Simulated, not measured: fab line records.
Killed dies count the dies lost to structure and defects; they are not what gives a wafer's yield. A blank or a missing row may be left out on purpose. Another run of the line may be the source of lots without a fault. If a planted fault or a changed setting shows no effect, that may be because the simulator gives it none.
Split-lot experiment / flow n5 finfet / route with 1938 steps; 7 lots, 39 wafers read

## ON THE SPLIT
At N5_BEOL_M6_ETCH_66 (etches SOC in N2/H2, target depth 80 nm, overetch 16 nm, time 120 s), the setting target depth a was moved away from the recipe's 800 angstrom on 15 of the 39 wafers read, by +29.2% to +60.0%. This setting was run at the recipe's value on the other wafers.

The reading is taken at the split's own step.

## THE READING
BEOL_M6.cd nm (the simulator's own value, which no gauge read), in nm, at N5_BEOL_M6_ETCH_66 (etches SOC in N2/H2, target depth 80 nm, overetch 16 nm, time 120 s). The file does not state a usual value for it. Average 40.0 nm, standard deviation 0.16 nm, over the 24 wafers here run with the recipe.

wafer=L074.1; tool, chamber at the split=rie diel-06, 2; target depth a as run, angstrom=800; against the recipe=recipe; BEOL_M6.cd nm, nm=40; against lot-mates on the recipe=-
wafer=L074.2; tool, chamber at the split=rie diel-06, 0,3; target depth a as run, angstrom=1034; against the recipe=+29.2%; BEOL_M6.cd nm, nm=41; against lot-mates on the recipe=+0.9
wafer=L074.4; tool, chamber at the split=rie diel-06, 0,3; target depth a as run, angstrom=1034; against the recipe=+29.2%; BEOL_M6.cd nm, nm=41; against lot-mates on the recipe=+0.9
wafer=L074.3; tool, chamber at the split=rie diel-06, 3; target depth a as run, angstrom=1034; against the recipe=+29.2%; BEOL_M6.cd nm, nm=40.6; against lot-mates on the recipe=+0.5
wafer=L074.5; tool, chamber at the split=rie diel-06, 0; target depth a as run, angstrom=800; against the recipe=recipe; BEOL_M6.cd nm, nm=40.2; against lot-mates on the recipe=-
wafer=L074.6; tool, chamber at the split=rie diel-06, 2; target depth a as run, angstrom=800; against the recipe=recipe; BEOL_M6.cd nm, nm=40.2; against lot-mates on the recipe=-
wafer=L078.1; tool, chamber at the split=rie diel-04, 3,2,1; target depth a as run, angstrom=800; against the recipe=recipe; BEOL_M6.cd nm, nm=39.8; against lot-mates on the recipe=-
wafer=L078.3; tool, chamber at the split=rie diel-04, 3,2,1; target depth a as run, angstrom=800; against the recipe=recipe; BEOL_M6.cd nm, nm=39.8; against lot-mates on the recipe=-
wafer=L078.4; tool, chamber at the split=rie diel-04, 3,2,1; target depth a as run, angstrom=800; against the recipe=recipe; BEOL_M6.cd nm, nm=39.8; against lot-mates on the recipe=-
wafer=L078.2; tool, chamber at the split=rie diel-04, 0,1; target depth a as run, angstrom=800; against the recipe=recipe; BEOL_M6.cd nm, nm=40; against lot-mates on the recipe=-
wafer=L078.6; tool, chamber at the split=rie diel-04, 0,1; target depth a as run, angstrom=800; against the recipe=recipe; BEOL_M6.cd nm, nm=40; against lot-mates on the recipe=-
wafer=L078.5; tool, chamber at the split=rie diel-04, 0; target depth a as run, angstrom=800; against the recipe=recipe; BEOL_M6.cd nm, nm=39.8; against lot-mates on the recipe=-
wafer=L085.1; tool, chamber at the split=rie diel-04, 3; target depth a as run, angstrom=1280; against the recipe=+60.0%; BEOL_M6.cd nm, nm=41.2; against lot-mates on the recipe=+1.2
wafer=L085.2; tool, chamber at the split=rie diel-04, 2; target depth a as run, angstrom=800; against the recipe=recipe; BEOL_M6.cd nm, nm=40.2; against lot-mates on the recipe=-
wafer=L085.3; tool, chamber at the split=rie diel-04, 1; target depth a as run, angstrom=800; against the recipe=recipe; BEOL_M6.cd nm, nm=39.8; against lot-mates on the recipe=-
wafer=L085.4; tool, chamber at the split=rie diel-04, 0; target depth a as run, angstrom=800; against the recipe=recipe; BEOL_M6.cd nm, nm=40; against lot-mates on the recipe=-
wafer=L085.5; tool, chamber at the split=rie diel-04, 2; target depth a as run, angstrom=1280; against the recipe=+60.0%; BEOL_M6.cd nm, nm=41; against lot-mates on the recipe=+1.0
wafer=L085.6; tool, chamber at the split=rie diel-04, 3; target depth a as run, angstrom=1280; against the recipe=+60.0%; BEOL_M6.cd nm, nm=41.4; against lot-mates on the recipe=+1.4
wafer=L088.3; tool, chamber at the split=rie diel-06, 3; target depth a as run, angstrom=800; against the recipe=recipe; BEOL_M6.cd nm, nm=40; against lot-mates on the recipe=-
wafer=L088.5; tool, chamber at the split=rie diel-06, 3; target depth a as run, angstrom=800; against the recipe=recipe; BEOL_M6.cd nm, nm=40.2; against lot-mates on the recipe=-
wafer=L088.6; tool, chamber at the split=rie diel-06, 2; target depth a as run, angstrom=800; against the recipe=recipe; BEOL_M6.cd nm, nm=40.2; against lot-mates on the recipe=-
wafer=L089.1; tool, chamber at the split=rie diel-05, 3; target depth a as run, angstrom=1165; against the recipe=+45.6%; BEOL_M6.cd nm, nm=40.8; against lot-mates on the recipe=+0.9
wafer=L089.2; tool, chamber at the split=rie diel-05, 0,2; target depth a as run, angstrom=1165; against the recipe=+45.6%; BEOL_M6.cd nm, nm=40.6; against lot-mates on the recipe=+0.7
wafer=L089.3; tool, chamber at the split=rie diel-05, 0,2; target depth a as run, angstrom=1165; against the recipe=+45.6%; BEOL_M6.cd nm, nm=40.6; against lot-mates on the recipe=+0.7
wafer=L089.4; tool, chamber at the split=rie diel-05, 1,0; target depth a as run, angstrom=800; against the recipe=recipe; BEOL_M6.cd nm, nm=39.8; against lot-mates on the recipe=-
wafer=L089.5; tool, chamber at the split=rie diel-05, 1,0; target depth a as run, angstrom=800; against the recipe=recipe; BEOL_M6.cd nm, nm=39.8; against lot-mates on the recipe=-
wafer=L089.6; tool, chamber at the split=rie diel-05, 1; target depth a as run, angstrom=800; against the recipe=recipe; BEOL_M6.cd nm, nm=40; against lot-mates on the recipe=-
wafer=L090.1; tool, chamber at the split=rie diel-05, 1,2,3; target depth a as run, angstrom=800; against the recipe=recipe; BEOL_M6.cd nm, nm=40; against lot-mates on the recipe=-
wafer=L090.2; tool, chamber at the split=rie diel-05, 1,2,3; target depth a as run, angstrom=800; against the recipe=recipe; BEOL_M6.cd nm, nm=40; against lot-mates on the recipe=-
wafer=L090.6; tool, chamber at the split=rie diel-05, 1,2,3; target depth a as run, angstrom=800; against the recipe=recipe; BEOL_M6.cd nm, nm=40; against lot-mates on the recipe=-
wafer=L090.3; tool, chamber at the split=rie diel-05, 0; target depth a as run, angstrom=1146; against the recipe=+43.3%; BEOL_M6.cd nm, nm=40.8; against lot-mates on the recipe=+0.8
wafer=L090.4; tool, chamber at the split=rie diel-05, 3; target depth a as run, angstrom=1146; against the recipe=+43.3%; BEOL_M6.cd nm, nm=40.8; against lot-mates on the recipe=+0.8
wafer=L090.5; tool, chamber at the split=rie diel-05, 2; target depth a as run, angstrom=1146; against the recipe=+43.3%; BEOL_M6.cd nm, nm=41; against lot-mates on the recipe=+1.0
wafer=L095.1; tool, chamber at the split=rie diel-06, 3; target depth a as run, angstrom=1050; against the recipe=+31.2%; BEOL_M6.cd nm, nm=40.8; against lot-mates on the recipe=+0.6
wafer=L095.2; tool, chamber at the split=rie diel-06, 1; target depth a as run, angstrom=1050; against the recipe=+31.2%; BEOL_M6.cd nm, nm=40.8; against lot-mates on the recipe=+0.6
wafer=L095.3; tool, chamber at the split=rie diel-06, 0,0,1; target depth a as run, angstrom=800; against the recipe=recipe; BEOL_M6.cd nm, nm=40.2; against lot-mates on the recipe=-
wafer=L095.5; tool, chamber at the split=rie diel-06, 0,0,1; target depth a as run, angstrom=800; against the recipe=recipe; BEOL_M6.cd nm, nm=40.2; against lot-mates on the recipe=-
wafer=L095.6; tool, chamber at the split=rie diel-06, 0,0,1; target depth a as run, angstrom=800; against the recipe=recipe; BEOL_M6.cd nm, nm=40.2; against lot-mates on the recipe=-
wafer=L095.4; tool, chamber at the split=rie diel-06, 2; target depth a as run, angstrom=1050; against the recipe=+31.2%; BEOL_M6.cd nm, nm=40.6; against lot-mates on the recipe=+0.4
Where a row lists several chambers, the file gives one row for several wafers and doesn't say which wafer went through which chamber.

FIT RESULTS
A straight line over all 39 wafers: BEOL_M6.cd nm changes by +0.0195 nm for each +1% of target depth a; r = +0.92; the points scatter about the line by 0.19 nm.
The same after taking each lot's own level away (the mean of its wafers on the recipe; 39 wafers): +0.0195 nm for each +1%; r = +0.96; scatter 0.13 nm.
That fit puts the effect of the largest move of target depth a on the reading at 1.2 nm.
Across the lots, their own levels run from 39.87 to 40.20 nm, a range of 2.1 times the standard deviation given above.
The two slopes agree, so the slope changes little with the lot-to-lot level.
Check: for one of the wafers moved furthest among these (+60.0%), held out of the fit, the line's prediction against its lot-mates is +1.17 nm. Against them it came out at +1.2 nm.

## OTHER SPLITS APPLIED TO THESE WAFERS
Before the reading, these wafers also passed through other splits. Each is held against what the fit with the lots' levels taken away leaves over:
other split on the same wafers=N5_HKMG_FIN_ALD_21 ald cycles; wafers away from the commonest value=12; r with BEOL_M6.cd nm (lot level and that fit taken away)=-0.15
other split on the same wafers=N5_BEOL_M2_ALD_98 ald cycles; wafers away from the commonest value=12; r with BEOL_M6.cd nm (lot level and that fit taken away)=+0.18
other split on the same wafers=N5_BEOL_M5_ILD_DEP_00 time s; wafers away from the commonest value=12; r with BEOL_M6.cd nm (lot level and that fit taken away)=-0.14

## THE WHOLE CHAIN: every reading that the file lists as answering this split, in the file's order
step=N5_BEOL_M6_ETCH_66; what it does=etches SOC in N2/H2, target depth 80 nm, overetch 16 nm, time 120 s; reading=SiARC_of_BEOL_M6_COAT_64.thk nm (the simulator's own value, which no gauge read); change (the file's fit)=-0.0476 nm for each +1% of the setting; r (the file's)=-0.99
step=N5_BEOL_M6_ETCH_66; what it does=etches SOC in N2/H2, target depth 80 nm, overetch 16 nm, time 120 s; reading=BEOL_M6.cd nm (the simulator's own value, which no gauge read); change (the file's fit)=+0.0196 nm for each +1% of the setting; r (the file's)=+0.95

## THE FILE'S OWN FIT
BEOL_M6.cd nm changes by +0.0196 nm for each +1% of target depth a, r = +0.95.
